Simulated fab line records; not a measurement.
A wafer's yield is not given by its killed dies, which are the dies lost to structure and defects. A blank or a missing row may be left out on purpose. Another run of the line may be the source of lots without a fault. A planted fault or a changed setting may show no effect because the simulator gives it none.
A single fault, viewed from 3 desks	flow n5Finfet	each desk has only its own numbers; what lay behind them comes last

## THE DEFECT DESK
Counts from the inspections along the route, per lot, as means over the sampled wafers that have a number. Marked OUT: a lot whose mean sits more than 4 standard deviations from the usual mean, which makes it out of limits; the brackets give that distance.
Columns: A = rawDefectCount at N5_BEOL_M11_INSPECT_30, usual 434
lot	first seen here	A
L339	day 10 04:50	445
L342	day 11 06:08	452
L341	day 11 08:25	392
L345	day 12 02:40	411
L356	day 14 07:53	370
L357	day 14 10:16	376
L359	day 15 09:27	336
This desk's verdict: no lot among the 7 shows anything out of limits.

## METROLOGY DESK
What the gauges read for every lot (on any tool): the sampled wafers with a number, averaged. Marked OUT: a lot whose mean sits more than 4 standard deviations from the usual mean, which makes it out of limits; the brackets give that distance.
Columns: A = cdNm at N5_BEOL_M11_CD_MEAS_28, usual 69.9 nm; B = V10_OVL at N5_BEOL_M11_OVL_MEAS_29, usual -0.4 nm
lot	first seen here	A	B
L339	day 10 04:47	70.7	-0.6
L342	day 11 06:05	68.9	-0.9
L341	day 11 08:22	68.0	-0.3
L345	day 12 02:37	70.0	-0.4
L356	day 14 07:49	71.5	-0.1
L357	day 14 10:13	71.0	-1.1
L359	day 15 09:24	71.0	-0.8
This desk's verdict: no lot among the 7 shows anything out of limits.

## AT THE TOOL OWNER'S DESK: rieDiel-05
The tool's own readings at N5_BEOL_M11_ETCH_66 (etches SOC in N2/H2, target depth 120 nm, overetch 24 nm, time 180 s): means of the sampled wafers that have a number, for each lot that ran on this tool. Marked OUT: a lot whose mean sits more than 4 standard deviations from the usual mean, which makes it out of limits; the brackets give that distance.
Columns: A = drypumpMotorCurrentA at N5_BEOL_M11_ETCH_66, usual 5.7 A; B = oesProductAu at N5_BEOL_M11_ETCH_66, usual 0.64 a.u.; C = rfVppV at N5_BEOL_M11_ETCH_66, usual 524 V; D = showerheadPlenumPTorr at N5_BEOL_M11_ETCH_66, usual 2.54 Torr; E = throttleValvePct at N5_BEOL_M11_ETCH_66, usual 17.76 %
lot	first seen here	A	B	C	D	E
L342	day 11 06:16	5.9	0.61	524	2.54	17.61
L356	day 14 07:59	6.4	0.64	527	2.67	17.59
L357	day 14 10:23	6.4	0.64	528	2.67	17.61
L359	day 15 09:34	6.1	0.65	523	2.52	17.48
This desk's verdict: no lot among the 4 shows anything out of limits.

## ALL TOGETHER
Nothing the defect desk looked at was out of limits.
Metrology desk: nothing out of limits seen.
The tool owner's desk saw nothing out of limits.

## WHAT THE SIMULATOR HAD INSERTED
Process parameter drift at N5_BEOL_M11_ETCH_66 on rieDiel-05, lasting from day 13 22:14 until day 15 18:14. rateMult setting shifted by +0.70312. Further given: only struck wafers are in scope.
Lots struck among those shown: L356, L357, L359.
